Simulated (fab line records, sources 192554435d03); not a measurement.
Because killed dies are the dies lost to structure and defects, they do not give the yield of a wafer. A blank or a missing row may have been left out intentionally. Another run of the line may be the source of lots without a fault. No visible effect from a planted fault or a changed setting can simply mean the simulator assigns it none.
Chamber matching -- flow n5Finfet -- N5_BEOL_M0_SAQP_STRIP_108 on rieDiel-06 has 4 sister chambers
The step strips in N2/H2. 4 wafers are shown with their chamber, then 12 later ones without.

== EACH WAFER AND ITS CHAMBER ==
wafer,chamber,showerheadPlenumPTorr (Torr)
L085.5,2,3.45
L090.1,0,3.29
L090.4,3,3.09
L090.5,1,3.44

== WAFERS WHOSE CHAMBER IS MISSING ==
wafer,showerheadPlenumPTorr (Torr)
L093.1,3.44
L093.3,3.09
L093.4,3.44
L095.1,3.28
L095.4,3.44
L095.6,3.28
L096.3,3.09
L096.4,3.28
L096.5,3.09
L097.3,3.43
L097.4,3.28
L097.6,3.44

== WHICH CHAMBER EACH WENT THROUGH ==
wafer,from the rows above,in truth
L093.1,can't be placed: 1 or 2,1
L093.3,3,3
L093.4,can't be placed: 1 or 2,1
L095.1,0,0
L095.4,can't be placed: 1 or 2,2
L095.6,0,0
L096.3,3,3
L096.4,0,0
L096.5,3,3
L097.3,can't be placed: 1 or 2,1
L097.4,0,0
L097.6,can't be placed: 1 or 2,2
Correctly placed: 7 of 12. Cannot be placed on the basis of these rows: 5; the candidates contain the true chamber in 5. Placed wrongly: 0.
How it was worked out, from the rows above alone: a wafer's distance from a chamber is the root of the sum, over the readings, of the square of ((its reading less the chamber's mean) divided by the reading's scatter). If the next closest chamber is less than 2 further off than the closest, the wafer can't be placed; otherwise it belongs to the closest. A chamber's mean is the mean of its shown wafers. The scatter: with one shown wafer a chamber, the root of the mean of the squares of how far each hidden wafer lies from its nearest shown one.
